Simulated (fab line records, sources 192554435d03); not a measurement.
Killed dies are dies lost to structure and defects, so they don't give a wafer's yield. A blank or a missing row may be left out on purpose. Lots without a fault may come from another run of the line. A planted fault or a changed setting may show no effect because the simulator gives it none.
Chamber matching | flow n5_finfet | N5_HKMG_FIN_ETCH_67 on rie_diel-02: 4 sister chambers
The step etches SOC in N2/H2, stops on TiN, target depth 388.9 nm. 8 wafers are shown with their chamber, then 8 later ones without.

WAFERS WITH THEIR CHAMBER
wafer  | chamber | drypump_motor_current_A (A) | throttle_valve_pct (%)
L077.5 | 1       | 5.9                         | 17.73
L079.4 | 1       | 5.8                         | 17.74
L081.1 | 3       | 5.2                         | 17.56
L081.4 | 2       | 6.7                         | 18.14
L090.2 | 3       | 5.2                         | 17.61
L090.3 | 0       | 6.2                         | 17.61
L090.5 | 2       | 6.6                         | 18.18
L094.2 | 0       | 6.2                         | 17.60

WAFERS WITHOUT THEIR CHAMBER
wafer  | drypump_motor_current_A (A) | throttle_valve_pct (%)
L094.3 | 6.7                         | 18.19
L094.5 | 5.2                         | 17.62
L095.1 | 5.8                         | 17.77
L095.4 | 6.2                         | 17.61
L095.6 | 6.1                         | 17.63
L096.2 | 6.6                         | 18.20
L096.4 | 6.2                         | 17.62
L096.5 | 6.6                         | 18.20

WHICH CHAMBER EACH WENT THROUGH
wafer  | from the rows above | in truth
L094.3 | 2                   | 2
L094.5 | 3                   | 3
L095.1 | 1                   | 1
L095.4 | 0                   | 0
L095.6 | 0                   | 0
L096.2 | 2                   | 2
L096.4 | 0                   | 0
L096.5 | 2                   | 2
Placed correctly: 8 of 8. Can't be placed from these rows: 0. Placed wrongly: 0.
How it was worked out, from the rows above alone: a wafer's distance from a chamber is the root of the sum, over the readings, of the square of ((its reading less the chamber's mean) divided by the reading's scatter). The wafer belongs to the nearest chamber; if the next one is less than 2 further off, it can't be placed. A chamber's mean is the mean of its shown wafers. The scatter: the root of (the sum of the squares of (reading less its chamber's mean) over the shown wafers, divided by (wafers less chambers)).
